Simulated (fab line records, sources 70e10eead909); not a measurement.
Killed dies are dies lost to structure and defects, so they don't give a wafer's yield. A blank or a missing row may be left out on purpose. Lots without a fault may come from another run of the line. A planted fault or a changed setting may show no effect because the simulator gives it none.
A struck lot beside a sound one | flow nand_harc | 22 steps out of a route of 1159
Sound: wafers L906.2, L906.4, L906.6. Struck: wafers L911.2, L911.3, L911.5. The cause comes at the end.
At each step with rows: each side's tool, then ch and its chambers, then its first start. Under that, the readings that differ: sound wafers | struck wafers | difference of the means | sigmas: that difference in standard deviations of wafers without a fault.
alike: readings whose means differ by less than 2 such deviations, and words and numbers that are the same on both sides. not compared: withheld readings, readings that some wafer has no value for, bounds like >300 that may hide the same value, and numbers for which the record gives no deviation and whose values overlap.
The two part at a step that has a row with sigmas, a row that says differs or no value, or rows on one side only. Numbers that don't overlap but have no deviation are shown without sigmas and don't part them. A reading that every wafer of one side lacks parts them only if that side has two wafers or more.

first, 1 step without rows for these wafers: NHARC_P_M1_SRD_25.
NHARC_P_M1_INSPECT_27:
  sound on defect_inspect-02, day 5 21:57; struck on defect_inspect-02, day 7 15:51
  alike: raw_defect_count
NHARC_P_M1_PRE_CLEAN_32: time 12 s.
  sound on pecvd-02 ch 0,1,2, day 5 22:02; struck on pecvd-03 ch 0,1, day 7 15:55
  alike: heater_power_outer_w, heater_power_w
NHARC_P_M1_DEP_33: deposits SiCN, target thk 30 nm.
  sound on pecvd-02 ch 0,1,2, day 5 22:08; struck on pecvd-03 ch 0,1, day 7 16:00
  alike: heater_power_outer_w, heater_power_w
then, 7 steps without rows for these wafers: NHARC_P_M2_DEP_00 (deposits SiOC, target thk 182.5 nm); NHARC_P_M2_DEHYDRATE_01 (time 120 s); NHARC_P_M2_HMDS_02 (time 30 s); NHARC_P_M2_COAT_34 (time 65 s); NHARC_P_M2_COAT_03 (resist thk 90 nm); NHARC_P_M2_SOFTBAKE_04 (time 55 s); NHARC_P_M2_EBR_05.
NHARC_P_M2_EXPOSE_06: exposes mask P M2, target cd 170 nm.
  sound on arfi_scanner-01 ch 0, day 5 23:17; struck on arfi_scanner-03 ch 0, day 7 16:58
  reading              | sound             | struck            | difference | sigmas
  exposure_dose_mJ_cm2 | 80.73 80.70 80.92 | 79.48 79.41 79.49 | -1.32      | -19
  alike: mask, reticle_temp_C
then, 2 steps without rows for these wafers: NHARC_P_M2_PEB_07 (peb time 65 s); NHARC_P_M2_DEVELOP_08 (develop time 35 s).
NHARC_P_M2_CD_MEAS_09: target cd 170 nm.
  sound on cd_sem-02 ch 0, day 5 23:26; struck on cd_sem-03 ch 0, day 7 17:07
  alike: cd_nm
NHARC_P_M2_OVL_MEAS_10: pitch 340 nm.
  sound on overlay-02, day 5 23:31; struck on overlay-01, day 7 17:12
  alike: overlay_x_nm, overlay_y_nm
NHARC_P_M2_INSPECT_11:
  sound on defect_inspect-01, day 5 23:34; struck on defect_inspect-02, day 7 17:14
  alike: raw_defect_count
NHARC_P_M2_DESCUM_14: chemistry O2, time 3 s.
  sound on rie_diel-03 ch 0,1, day 5 23:37; struck on rie_diel-03 ch 1,3, day 7 17:18
  alike: drypump_motor_current_A, oes_product_au, rf_vpp_V, showerhead_plenum_p_Torr, throttle_valve_pct
  not compared: rf_hours_counter_h, model.P_M2.cd_nm
NHARC_P_M2_ETCH_35: etches the open film in N2/H2, target depth 40 nm, overetch 12 nm, time 43.94 s.
  sound on rie_diel-03 ch 1,2, day 5 23:42; struck on rie_diel-03 ch 0,2,3, day 7 17:23
  alike: drypump_motor_current_A, oes_product_au, rf_vpp_V, showerhead_plenum_p_Torr, throttle_valve_pct
  not compared: rf_hours_counter_h
NHARC_P_M2_ETCH_15: etches the open film in C4F8/Ar, target depth 182.5 nm, time 91.2 s.
  sound on rie_diel-03 ch 1,3; struck on rie_diel-03 ch 0,2,3
  alike: oes_product_au, rf_vpp_V
  not compared: rf_hours_counter_h, model.P_M2.cd_nm
NHARC_P_M2_CD_MEAS_16:
  sound on cd_sem-01, day 5 23:55; struck on cd_sem-02, day 7 17:36
  alike: cd_nm
-- the record jumps here: 14 days lie between the struck wafers' starts before and after (it left off in module P_M2 and takes up again in module END, whose first step shown is number 1159 of the route) --
NHARC_END_SORT_01:
  sound on prober-01 ch 0, day 20 14:24; struck on prober-02 ch 0, day 21 13:41
  alike: defect_limited_yield, killed_at_array, killed_at_other, killed_at_periphery, killed_dies, killed_open, killed_short, sort_bin_2_pct, sort_bin_3_pct, sort_bin_4_pct, sort_n_pass, sort_rim_yield_pct, sort_yield_pct

WHERE THEY PART
Only at NHARC_P_M2_EXPOSE_06, within this record. Later steps at which nothing parts them and some readings are alike: NHARC_P_M2_CD_MEAS_09, NHARC_P_M2_OVL_MEAS_10, NHARC_P_M2_INSPECT_11, NHARC_P_M2_DESCUM_14, NHARC_P_M2_ETCH_35, NHARC_P_M2_ETCH_15, NHARC_P_M2_CD_MEAS_16, NHARC_END_SORT_01.

WHY: what the simulator had put in
Process parameter drift: arfi_scanner-03, from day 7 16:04 on, at NHARC_P_M2_EXPOSE_06. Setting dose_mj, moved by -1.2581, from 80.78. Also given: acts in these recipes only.
